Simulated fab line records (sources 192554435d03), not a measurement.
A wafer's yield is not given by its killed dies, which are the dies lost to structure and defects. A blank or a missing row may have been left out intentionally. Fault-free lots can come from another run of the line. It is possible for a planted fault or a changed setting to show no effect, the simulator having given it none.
Lot-split experiment    flow n5 finfet    on a route of 1938 steps: 7 lots, 21 wafers read

== ABOUT THE SPLIT ==
At N5_BEOL_M1_COAT_68 (time 60 s, resist thk 12 nm), the setting spin rpm was moved away from the recipe's 1500 rpm on 9 of the 21 wafers read, by -10.5% to +6.2%. For the rest of the wafers, this setting stayed at what the recipe calls for.

== FROM THE SPLIT TO THE READING: what the file shows between them, 3 steps ==
- N5_BEOL_M1_ETCH_77: etches underlayer in N2/H2, target depth 6.5 nm, time 5.2 s (also split here: source w)
- N5_BEOL_M1_ETCH_69: etches SiARC in CF4, target depth 15.6 nm, time 26 s
- N5_BEOL_M1_ALD_98: deposits SiO2, target thk 2.5 nm, pulse time 1 s, co reactant pulse time 1 s

== THE READING ==
CAR-EUV_of_BEOL_M1_COAT_22.thk nm (the simulator's own value, which no gauge read), in nm, at N5_BEOL_M1_ETCHBACK_99 (etches SiO2 in CHF3, target depth 5 nm, time 10.4 s). No usual value for it is given in the file. Across the 12 wafers here that went through the recipe, the average is 10.5 nm and the standard deviation 0.094 nm.

wafer   tool, chamber at the split  spin rpm as run, rpm  against the recipe  CAR-EUV_of_BEOL_M1_COAT_22.thk nm, nm  against lot-mates on the recipe
L078.1  litho track-01, 0           1500                  recipe              10.4                                   -
L078.3  litho track-01, 0           1593                  +6.2%               10.8                                   +0.3
L078.4  litho track-01, 0           1500                  recipe              10.6                                   -
L081.1  litho track-01, 0           1500                  recipe              10.6                                   -
L081.2  litho track-01, 0           1547                  +3.1%               10.8                                   +0.2
L081.6  litho track-01, 0           1547                  +3.1%               10.8                                   +0.2
L083.1  litho track-05, 0           1500                  recipe              10.4                                   -
L083.2  litho track-05, 0           1500                  recipe              10.4                                   -
L083.6  litho track-05, 0           1500                  recipe              10.4                                   -
L084.1  litho track-01, 0           1500                  recipe              10.4                                   -
L084.5  litho track-01, 0           1500                  recipe              10.4                                   -
L084.6  litho track-01, 0           1500                  recipe              10.6                                   -
L086.2  litho track-05, 0           1348                  -10.1%              10                                     -0.4
L086.6  litho track-05, 0           1348                  -10.1%              10                                     -0.4
L086.4  litho track-05, 0           1500                  recipe              10.4                                   -
L087.1  litho track-05, 0           1500                  recipe              10.4                                   -
L087.3  litho track-05, 0           1343                  -10.5%              9.8                                    -0.6
L087.5  litho track-05, 0           1343                  -10.5%              9.8                                    -0.6
L091.1  litho track-05, 0           1500                  recipe              10.6                                   -
L091.2  litho track-05, 0           1350                  -10.0%              10                                     -0.6
L091.5  litho track-05, 0           1350                  -10.0%              10                                     -0.6

FIT RESULTS
A straight line over all 21 wafers: CAR-EUV_of_BEOL_M1_COAT_22.thk nm changes by +0.0558 nm for each +1% of spin rpm; r = +0.95; the points scatter about the line by 0.1 nm.
The same after taking each lot's own level away (the mean of its wafers on the recipe; 21 wafers): +0.0526 nm for each +1%; r = +0.97; scatter 0.073 nm.
That fit puts the effect of the largest move of spin rpm on the reading at 0.55 nm.
The span of the lots' own levels, 10.40 to 10.60 nm, comes to 2.1 times the standard deviation stated above.
Hence the lot-to-lot level has little effect on the slope; both slopes agree.
Check: with one of the wafers moved furthest among these (-10.5%) left out of the fit, the line predicts -0.538 nm for it against its lot-mates. Against them it came out at -0.6 nm.

== FURTHER SPLITS ON THESE WAFERS ==
Note: prior to the reading, these wafers also went through further splits. Each is held against what the fit with the lots' levels taken away leaves over:
other split on the same wafers  wafers away from the commonest value  r with CAR-EUV_of_BEOL_M1_COAT_22.thk nm (lot level and that fit taken away)
N5_BEOL_M1_COAT_05 spin rpm     7                                     +0.09
N5_BEOL_M1_ETCH_64 source w     5                                     +0.20
N5_BEOL_M1_ETCH_77 source w     4                                     -0.36

== THE WHOLE CHAIN: every reading that the file lists as answering this split, in the file's order ==
step                    what it does                                          reading                                                                             change (the file's fit)                 r (the file's)
N5_BEOL_M1_COAT_68      time 60 s, resist thk 12 nm                           SiARC_of_BEOL_M1_COAT_68.thk nm (the simulator's own value, which no gauge read)    -0.0623 nm for each +1% of the setting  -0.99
N5_BEOL_M1_ETCH_69      etches SiARC in CF4, target depth 15.6 nm, time 26 s  etch rf on time s                                                                   withheld for each +1% of the setting    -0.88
N5_BEOL_M1_ETCH_69      etches SiARC in CF4, target depth 15.6 nm, time 26 s  etch.depth nm (the simulator's own value, which no gauge read)                      -0.0655 nm for each +1% of the setting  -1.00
N5_BEOL_M1_ETCH_69      etches SiARC in CF4, target depth 15.6 nm, time 26 s  CAR-EUV_of_BEOL_M1_COAT_22.thk nm (the simulator's own value, which no gauge read)  +0.0542 nm for each +1% of the setting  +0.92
N5_BEOL_M1_ETCHBACK_99  etches SiO2 in CHF3, target depth 5 nm, time 10.4 s   CAR-EUV_of_BEOL_M1_COAT_22.thk nm (the simulator's own value, which no gauge read)  +0.0522 nm for each +1% of the setting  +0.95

== THE FILE'S OWN FIT ==
CAR-EUV_of_BEOL_M1_COAT_22.thk nm changes by +0.0522 nm for each +1% of spin rpm, r = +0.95.
